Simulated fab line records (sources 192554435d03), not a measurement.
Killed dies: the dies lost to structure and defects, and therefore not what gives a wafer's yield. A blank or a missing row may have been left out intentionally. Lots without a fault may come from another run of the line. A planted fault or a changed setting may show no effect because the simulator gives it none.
fab line records	flow n5Finfet
record lots=12	wafers=35	lastDay=18
route steps=1938 shown BEOL_M15@1809 PASSIVATION@1936
lots with no fault: from the same line, run without faults
startH: hours from the record's opening day to when the first of the lot's shown wafers began	waitH: hours since the lot's step before	" repeats the value in the row above	L1.1+2: a row that stands for several wafers	- no value, or no start given	* or withheld: withheld	< > ~ a bound
route shown NAME@n: names a module that has steps shown in the file, with the first one's number in the route	usual: mean/standard deviation taken from wafers without a fault	same: alike in all rows	chamber/n: place in a boat	sites: per-site readings	_std_site: the standard deviation of these	_edge_site: outer sites' mean less inner sites'	radiusMm: how far each site lies from the wafer's centre	mask NAME#n: copy n	behind: the tool/chamber that last shaped the wafer	hold: the reason the lot was held/the length of the hold in hours/how it ended	device: whichever transistor did not switch (one of n, p or np)	end of line: at the end of the route, the tests of the same wafers	a step with no rows: only its recipe	killed: the dies lost at the first sort to structure and to defects; this is not the yield of the wafer	map: the dies of a wafer, with x for killed, . for not killed, _ for no die there
set.NAME: the setting that was run; set.NAME@STEP: the one run at that earlier step	model.NAME: the simulator's own value behind a step, which no gauge read
route steps across a sampled set of lots; one table per step, one row per wafer
services: a tool's chamber out of use, with start hour (startH, from the record's first day; less than 0 if before it), hours out, and reason
## steps
# step N5_BEOL_M15_TRENCH_ETCH_34
# recipe chemistry=C4F8/O2/Ar	target=SiO2	targetDepthA=8729.3	heInnerTorr=15	heOuterTorr=30	timeS=199	ionEnergyEv=800	pressureMtorr=20	sourceW=1905	biasW=2040	Ar_flow_sccm=400	C4F8_flow_sccm=16	O2_flow_sccm=12
# usual drypumpMotorCurrentA=5.5/0.4	oesProductAu=0.80/0.082	rfVppV=2254/52	showerheadPlenumPTorr=3.44/0.1	throttleValvePct=30.94/0.27
lot.wafer	tool	chamber	startH	waitH	drypumpMotorCurrentA	oesProductAu	rfHoursCounterH	rfVppV	showerheadPlenumPTorr	throttleValvePct
L162.1	rieDiel-06	0	251.11	0.0	5.6	0.73	176	2198	3.58	31.15
L162.5	"	3	"	"	5.2	0.83	-	2331	3.62	30.60
L162.6	"	2	"	"	6.1	0.76	-	2245	3.39	30.52
L163.3	rieDiel-06	3	256.18	0.0	5.2	0.84	61	2330	3.62	30.61
L163.4	"	1	"	"	5.4	0.82	85	2241	3.36	31.33
L163.6	"	3	"	"	5.2	0.84	-	2332	3.62	30.61
L164.3	rieDiel-02	3	283.82	0.0	5.7	0.85	71	2227	3.57	30.94
L164.5	"	0	"	"	4.8	0.96	-	2262	3.43	31.29
L171.1	rieDiel-02	1	306.14	0.0	6.0	0.68	241	2351	3.37	30.91
L171.2	"	2	"	"	5.8	0.87	51	2200	3.38	30.88
L171.3	"	3	"	"	5.7	0.85	80	2226	3.57	30.95
L176.3	rieDiel-02	3	352.83	0.0	5.7	0.81	95	2226	3.56	30.96
L176.4	"	2	"	"	5.8	0.85	-	2198	3.37	30.89
L176.5	"	0	"	"	4.8	0.91	-	2261	3.41	31.31
L174.1	rieDiel-06	0	353.24	0.0	5.6	0.72	203	2196	3.56	31.18
L174.3	"	3	"	"	5.2	0.80	86	2329	3.61	30.64
L174.4	"	1	"	"	5.4	0.80	113	2242	3.34	31.37
L175.1	rieDiel-04	1	355.48	0.0	5.0	0.88	26	2322	3.35	30.73
L175.2	"	3	"	"	5.4	0.68	248	2193	3.53	30.90
L175.5	"	3	"	"	5.4	0.68	-	2194	3.53	30.91
L180.1	rieDiel-06	0	377.05	0.0	5.6	0.71	210	2196	3.56	31.19
L180.2	"	3	"	"	5.2	0.79	92	2328	3.60	30.60
L180.5	"	3	"	"	5.2	0.79	-	2329	3.60	30.62
L182.3	rieDiel-06	3	395.92	0.0	5.2	0.80	98	2331	3.60	30.62
L182.4	"	0	"	"	5.6	0.71	216	2197	3.56	31.21
L182.5	"	3	"	"	5.2	0.80	-	2329	3.60	30.64
L183.1	rieDiel-02	3	397.83	0.0	5.7	0.81	108	2224	3.55	30.97
L183.4	"	2	"	"	5.8	0.84	78	2198	3.37	30.90
L183.6	"	0	"	"	4.7	0.89	-	2260	3.41	31.32
L185.1	rieDiel-06	1	404.93	0.0	5.4	0.78	128	2241	3.33	31.37
L185.3	"	3	"	"	5.2	0.79	101	2330	3.60	30.63
L185.6	"	2	"	"	6.1	0.73	-	2245	3.37	30.54
L184.2	rieDiel-02	0	407.83	0.0	4.7	0.87	48	2259	3.40	31.32
L184.3	"	3	"	"	5.7	0.80	111	2225	3.55	30.98
L184.4	"	1	"	"	6.0	0.93	15	2352	3.36	30.81
# step N5_BEOL_M15_SPUTTER_45
# recipe material=Cu	targetThkA=1000	tempC=-20	biasV=60	powerW=26000	chamberPressurePa=0.13	timeS=16.67
# usual cathodeDcPowerW=26001/4.2	throttleValvePct=29.9/1.1
lot.wafer	tool	chamber	startH	waitH	cathodeDcPowerW	throttleValvePct
L162.1	pvdSputter-02	-	253.65	0.0	26004	29.6
L162.5	"	-	"	"	26007	31.5
L162.6	"	-	"	"	26006	30.3
L163.3	pvdSputter-01	-	258.31	0.0	25998	29.6
L163.4	"	-	"	"	26006	30.2
L163.6	"	-	"	"	26007	30.8
L164.3	pvdSputter-01	-	284.86	0.0	26001	29.5
L164.5	"	-	"	"	25996	29.6
L171.1	pvdSputter-03	-	307.09	0.0	26007	28.4
L171.2	"	-	"	"	23559	28.3
L171.3	"	-	"	"	26004	31.9
L176.3	pvdSputter-02	-	354.53	0.0	25997	29.9
L176.4	"	-	"	"	26001	31.3
L176.5	"	-	"	"	25999	28.8
L174.1	pvdSputter-02	-	354.89	0.0	26005	29.8
L174.3	"	-	"	"	25991	31.6
L174.4	"	-	"	"	26002	29.8
L175.1	pvdSputter-01	-	363.67	0.0	26001	29.7
L175.2	"	-	"	"	26004	29.4
L175.5	"	-	"	"	25994	31.2
L180.1	pvdSputter-01	-	379.82	0.0	26005	31.0
L180.2	"	-	"	"	26003	29.7
L180.5	"	-	"	"	26002	29.6
L182.3	pvdSputter-02	-	398.35	0.0	25997	28.9
L182.4	"	-	"	"	26001	31.4
L182.5	"	-	"	"	26000	28.7
L183.1	pvdSputter-01	-	401.40	0.0	26001	31.0
L183.4	"	-	"	"	26006	29.8
L183.6	"	-	"	"	25994	29.8
L185.1	pvdSputter-01	-	405.87	0.0	25996	29.9
L185.3	"	-	"	"	26002	31.0
L185.6	"	-	"	"	26005	30.0
L184.2	pvdSputter-02	-	409.77	0.0	26006	29.6
L184.3	"	-	"	"	26004	31.4
L184.4	"	-	"	"	25996	29.8
# step N5_BEOL_M15_INSPECT_55
# recipe inspectInstrument=darkfield	mode=postDep
# usual rawDefectCount=65/22
lot.wafer	tool	chamber	startH	waitH	rawDefectCount
L162.1	defectInspect-02	-	254.76	0.0	48
L162.5	"	-	"	"	86
L162.6	"	-	"	"	66
L163.3	defectInspect-02	-	259.42	0.0	54
L163.4	"	-	"	"	48
L163.6	"	-	"	"	101
L164.3	defectInspect-01	-	285.97	0.0	59
L164.5	"	-	"	"	73
L171.1	defectInspect-01	-	308.21	0.0	53
L171.2	"	-	"	"	58
L171.3	"	-	"	"	92
L176.3	defectInspect-02	-	355.65	0.0	64
L176.4	"	-	"	"	70
L176.5	"	-	"	"	96
L174.1	defectInspect-01	-	356.00	0.0	96
L174.3	"	-	"	"	59
L174.4	"	-	"	"	50
L175.1	defectInspect-01	-	364.79	0.0	66
L175.2	"	-	"	"	69
L175.5	"	-	"	"	105
L180.1	defectInspect-01	-	381.07	0.0	139
L180.2	"	-	"	"	111
L180.5	"	-	"	"	161
L182.3	defectInspect-02	-	399.47	0.0	41
L182.4	"	-	"	"	87
L182.5	"	-	"	"	74
L183.1	defectInspect-01	-	402.67	0.0	70
L183.4	"	-	"	"	74
L183.6	"	-	"	"	60
L185.1	defectInspect-02	-	406.97	0.0	44
L185.3	"	-	"	"	42
L185.6	"	-	"	"	70
L184.2	defectInspect-02	-	410.91	0.0	40
L184.3	"	-	"	"	53
L184.4	"	-	"	"	60
# step N5_PASSIVATION_PROBE_49
# usual defectLimitedYield=91.0/1.4	killed_at_M0_to_M3=35/10	killed_at_M4_up=14/5.5	killedAtContacts=13/5.6	killedAtFrontEnd=41/11	killedAtOther=4/3.4	killedDies=106/16	killedOpen=68/12	killedShort=35/7.3	sort_bin_5_function=5.3/0.89	sort_bin_6_memory=3.4/0.67	sort_bin_8_speed=0.01/0.11	sortNPass=1070/28	sortYieldPct=90.7/2.4
# same grossDies=1180	killedAtBackSide=0	sort_bin_4_leakage[%]=0
lot.wafer	tool	chamber	startH	waitH	defectLimitedYield[%]	killed_at_M0_to_M3	killed_at_M4_up	killedAtContacts	killedAtFrontEnd	killedAtOther	killedDies	killedOpen	killedShort	sort_bin_5_function[%]	sort_bin_6_memory[%]	sort_bin_8_speed[%]	sortNPass	sortYieldPct[%]
L164.3	prober-01	-	303.50	0.1	90.0	39	10	25	42	2	118	82	35	6.3	3.4	0	1062	90.0
L164.5	prober-01	-	303.60	0.2	88.9	31	15	12	67	6	131	91	40	6.7	4.1	0	1049	88.9
L175.1	prober-02	-	379.38	0.0	92.2	32	10	7	39	4	92	59	31	4.9	2.6	0	1088	92.2
L175.2	prober-02	-	379.43	0.1	90.8	31	12	14	51	1	109	60	44	5.9	2.6	0	1071	90.8
L175.5	prober-02	-	379.58	0.2	92.0	27	7	12	44	4	94	58	33	4.0	3.6	0	1086	92.0
L185.1	prober-02	-	419.53	0.0	92.7	28	13	13	31	1	86	54	30	4.1	3.1	0	1094	92.7
L185.3	prober-02	-	419.63	0.1	90.0	32	16	28	37	5	118	73	42	5.8	3.7	0	1062	90.0
L185.6	prober-02	-	419.78	0.3	91.9	28	21	8	34	4	95	67	27	4.7	2.9	0	1085	91.9
L184.2	prober-01	-	424.46	0.1	92.7	26	7	12	40	1	86	54	30	4.4	2.6	0	1094	92.7
L184.3	prober-01	-	424.51	0.1	92.9	32	15	7	30	0	84	49	29	4.3	2.2	0	1096	92.9
L184.4	prober-01	-	424.56	0.2	92.5	30	14	7	33	4	88	57	31	3.7	3.5	0	1092	92.5
# killed by level:class
L164.3 MOL_CONTACT_COAG:geometricParticle:open=19 BEOL_M2:geometricParticle:open=12 STI_FIN_REVEAL:geometricParticle:open=11 BEOL_M3:geometricParticle:open=8 BEOL_M2:geometricParticle:short=7 FIN_SAQP:geometricParticle:short=6 MOL_CONTACT_COAG:geometricParticle:short=6 FIN_SAQP:geometricParticle:open=5
L164.5 STI_FIN_REVEAL:geometricParticle:open=25 FIN_SAQP:geometricParticle:short=10 BEOL_M2:geometricParticle:open=8 BEOL_M5:geometricParticle:open=8 FIN_SAQP:geometricParticle:open=7 DUMMY_GATE:geometricParticle:open=7 MOL_CONTACT_COAG:geometricParticle:open=7 BEOL_M0_SAQP:geometricParticle:open=7
L175.1 FIN_SAQP:geometricParticle:short=12 BEOL_M1:geometricParticle:open=11 BEOL_M0_SAQP:geometricParticle:open=6 BEOL_M2:geometricParticle:open=6 DUMMY_GATE:geometricParticle:open=5 MOL_CONTACT_COAG:geometricParticle:open=5 STARTING-WAFER:geometricParticle:open=5 GATE_CUT:geometricParticle:short=4
L175.2 GATE_CUT:geometricParticle:short=15 MOL_CONTACT_COAG:geometricParticle:open=11 STI_FIN_REVEAL:geometricParticle:open=9 BEOL_M0_SAQP:geometricParticle:open=7 FIN_SAQP:geometricParticle:short=6 FIN_SAQP:geometricParticle:open=5 BEOL_M0_SAQP:geometricParticle:short=5 BEOL_M2:geometricParticle:open=5
L175.5 GATE_CUT:geometricParticle:short=11 STI_FIN_REVEAL:geometricParticle:open=10 MOL_CONTACT_COAG:geometricParticle:open=8 DUMMY_GATE:geometricParticle:open=6 BEOL_M1:geometricParticle:open=5 STARTING-WAFER:geometricParticle:short=4 GATE_CUT:geometricParticle:open=4 BEOL_M0_SAQP:geometricParticle:short=4
L185.1 BEOL_M1:geometricParticle:open=11 DUMMY_GATE:geometricParticle:open=8 FIN_SAQP:geometricParticle:short=7 MOL_CONTACT_COAG:geometricParticle:open=7 STI_FIN_REVEAL:geometricParticle:open=5 MOL_CONTACT_COAG:geometricParticle:short=5 BEOL_M0_SAQP:geometricParticle:open=5 BEOL_M1:geometricParticle:short=4
L185.3 MOL_CONTACT_COAG:geometricParticle:open=22 BEOL_M0_SAQP:geometricParticle:short=11 FIN_SAQP:geometricParticle:short=9 BEOL_M4:geometricParticle:open=8 DUMMY_GATE:geometricParticle:open=7 BEOL_M0_SAQP:geometricParticle:open=7 FIN_SAQP:geometricParticle:open=6 MOL_CONTACT_COAG:geometricParticle:short=5
L185.6 BEOL_M4:geometricParticle:open=9 DUMMY_GATE:geometricParticle:open=8 STI_FIN_REVEAL:geometricParticle:open=7 MOL_CONTACT_COAG:geometricParticle:open=6 BEOL_M0_SAQP:geometricParticle:short=5 BEOL_M1:geometricParticle:open=5 BEOL_M2:geometricParticle:open=5 BEOL_M3:geometricParticle:open=5
L184.2 MOL_CONTACT_COAG:geometricParticle:open=8 BEOL_M3:geometricParticle:open=8 FIN_SAQP:geometricParticle:open=6 FIN_SAQP:geometricParticle:short=6 STI_FIN_REVEAL:geometricParticle:open=6 BEOL_M0_SAQP:geometricParticle:open=6 BEOL_M0_SAQP:geometricParticle:short=6 GATE_CUT:geometricParticle:open=5
L184.3 BEOL_M0_SAQP:geometricParticle:short=10 ILD0:geometricParticle:open=6 MOL_CONTACT_COAG:geometricParticle:open=6 BEOL_M0_SAQP:geometricParticle:open=5 FIN_SAQP:geometricParticle:short=4 BEOL_M1:geometricParticle:open=4 BEOL_M3:geometricParticle:open=4 STI_FIN_REVEAL:geometricParticle:open=3
L184.4 BEOL_M3:geometricParticle:open=7 STI_FIN_REVEAL:geometricParticle:open=6 BEOL_M4:geometricParticle:open=6 BEOL_M0_SAQP:geometricParticle:short=5 BEOL_M5:geometricParticle:open=5 FIN_SAQP:geometricParticle:open=4 GATE_CUT:geometricParticle:short=4 MOL_CONTACT_COAG:geometricParticle:open=4
## services
tool	chamber	startH	hours	kind
rieDiel-04	2	228.08	2.4	repair
rieDiel-02	0	234.65	-	clean
rieDiel-02	0	234.65	-	consumableReplace:focusRing
rieDiel-02	0	234.65	19.3	scheduledDown
rieDiel-02	0	234.65	19.3	ventCycle
rieDiel-04	1	249.86	-	clean
rieDiel-04	1	249.86	-	consumableReplace:focusRing
rieDiel-04	1	249.86	12.2	scheduledDown
rieDiel-04	1	249.86	12.2	ventCycle
rieDiel-06	2	299.45	8.1	repair
pvdSputter-03	-	316.53	4.6	repair
rieDiel-06	0	337.05	4.8	repair
rieDiel-02	1	338.56	-	clean
rieDiel-02	1	338.56	-	consumableReplace:focusRing
rieDiel-02	1	338.56	16.8	scheduledDown
rieDiel-02	1	338.56	16.8	ventCycle
pvdSputter-02	-	361.06	3.8	repair
rieDiel-04	3	361.23	-	clean
rieDiel-04	3	361.23	-	consumableReplace:focusRing
rieDiel-04	3	361.23	19.9	scheduledDown
rieDiel-04	3	361.23	19.9	ventCycle
rieDiel-04	2	388.56	11.7	repair
pvdSputter-01	-	402.82	1.1	repair
## key
firstSign step=N5_BEOL_M15_SPUTTER_45	reading=cathodeDcPowerW	direction=down	sigmas=99+	usual=*	struck=*
effect none on later readings
metAt N5_BEOL_M15_SPUTTER_45
struckLots L171
struckWafers L171.2
notActingAt N5_BEOL_M15_TRENCH_ETCH_34,N5_BEOL_M15_INSPECT_55
fault kind=processParameterDrift	tool=pvdSputter-03	chamber=-	onsetH=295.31	steps=N5_BEOL_M15_SPUTTER_45	channel=powerW	offset=*	shape=step	endH=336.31	actsIn=*	stated=*	scope=struckWafersOnly
